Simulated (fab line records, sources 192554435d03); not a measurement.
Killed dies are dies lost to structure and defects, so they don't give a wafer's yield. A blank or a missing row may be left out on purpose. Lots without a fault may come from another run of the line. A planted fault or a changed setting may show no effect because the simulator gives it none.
Split-lot experiment | flow n5_finfet | 7 lots, 21 wafers read, on a route of 1938 steps

THE SPLIT
At N5_BEOL_M14_PEB_08 (peb time 90 s), the setting peb_temp_c was moved away from the recipe's 130 C on 6 of the 21 wafers read, by -2.7% to +2.6%. The other wafers ran this setting at the recipe's value.

FROM THE SPLIT TO THE READING: what the file shows between them, 5 steps
- N5_BEOL_M14_DEVELOP_09: develop time 45 s
- N5_BEOL_M14_HARDBAKE_14: time 120 s
- N5_BEOL_M14_CD_MEAS_10: target cd 250 nm
- N5_BEOL_M14_STRIP_71: strips in post etch residue remover, time 60 s
- N5_BEOL_M14_SRD_72: time 30 s, dry time 30 s

THE READING
cd_nm, in nm, at N5_BEOL_M14_CD_MEAS_17 (target cd 250 nm). Fault-free wafers of this fab line usually give 250.6 nm, standard deviation 2.9 nm.

wafer  | tool, chamber at the split | peb_temp_c as run, C | against the recipe | cd_nm, nm | against lot-mates on the recipe
L075.1 | litho_track-03, 0          | 130                  | recipe             | 251.2     | -
L075.4 | litho_track-03, 0          | 130                  | recipe             | 251.8     | -
L075.5 | litho_track-03, 0          | 130                  | recipe             | 250.8     | -
L076.1 | litho_track-02, 0          | 130                  | recipe             | 252.5     | -
L076.2 | litho_track-02, 0          | 130                  | recipe             | 249.6     | -
L076.5 | litho_track-02, 0          | 130                  | recipe             | 250.7     | -
L081.1 | litho_track-02, 0          | 133.4                | +2.6%              | 261.4     | +13.2
L081.2 | litho_track-02, 0          | 130                  | recipe             | 248.2     | -
L081.4 | litho_track-02, 0          | 133.4                | +2.6%              | 264.7     | +16.5
L086.2 | litho_track-05, 0          | 130.9                | +0.7%              | 255.2     | +2.1
L086.3 | litho_track-05, 0          | 130                  | recipe             | 253.1     | -
L086.4 | litho_track-05, 0          | 130.9                | +0.7%              | 255.1     | +2.0
L085.1 | litho_track-05, 0          | 130                  | recipe             | 253.1     | -
L085.4 | litho_track-05, 0          | 126.5                | -2.7%              | 233.1     | -19.0
L085.5 | litho_track-05, 0          | 130                  | recipe             | 251.2     | -
L088.2 | litho_track-02, 0          | 130                  | recipe             | 246.4     | -
L088.4 | litho_track-02, 0          | 130                  | recipe             | 244.5     | -
L088.5 | litho_track-02, 0          | 130                  | recipe             | 246.7     | -
L095.4 | litho_track-05, 0          | 132.6                | +2.0%              | 261.5     | +9.2
L095.5 | litho_track-05, 0          | 130                  | recipe             | 249.9     | -
L095.6 | litho_track-05, 0          | 130                  | recipe             | 254.7     | -

THE FIT
A straight line over all 21 wafers: cd_nm changes by +5.53 nm for each +1% of peb_temp_c; r = +0.92; the points scatter about the line by 2.6 nm.
The same after taking each lot's own level away (the mean of its wafers on the recipe; 21 wafers): +5.92 nm for each +1%; r = +0.97; scatter 1.6 nm.
On that fit, the largest move of peb_temp_c shifts the reading by 16 nm.
The lots' own levels span 245.87 to 253.10 nm, that is 2.5 times the standard deviation above.
So the lot-to-lot level changes the slope little: the two slopes agree.
Check: with one of the wafers moved furthest among these (-2.7%) left out of the fit, the line predicts -14.7 nm for it against its lot-mates. It came out at -19 nm against them.

OTHER SPLITS ON THESE WAFERS
These wafers also went through other splits before the reading. Each is held against what the fit with the lots' levels taken away leaves over:
other split on the same wafers    | wafers away from the commonest value | r with cd_nm (lot level and that fit taken away)
N5_BEOL_M11_TRENCH_ETCH_37 time_s | 5                                    | -0.11
N5_BEOL_M11_ALD_74 ald_cycles     | 10                                   | +0.24
N5_BEOL_M13_EXPOSE_07 dose_mj     | 6                                    | -0.27

THE WHOLE CHAIN: every reading that the file lists as answering this split, in the file's order
step                   | what it does     | reading | change (the file's fit)              | r (the file's)
N5_BEOL_M14_CD_MEAS_10 | target cd 250 nm | cd_nm   | +5.7 nm for each +1% of the setting  | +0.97
N5_BEOL_M14_CD_MEAS_17 | target cd 250 nm | cd_nm   | +5.91 nm for each +1% of the setting | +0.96

THE FILE'S OWN FIT
cd_nm changes by +5.91 nm for each +1% of peb_temp_c, r = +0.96.
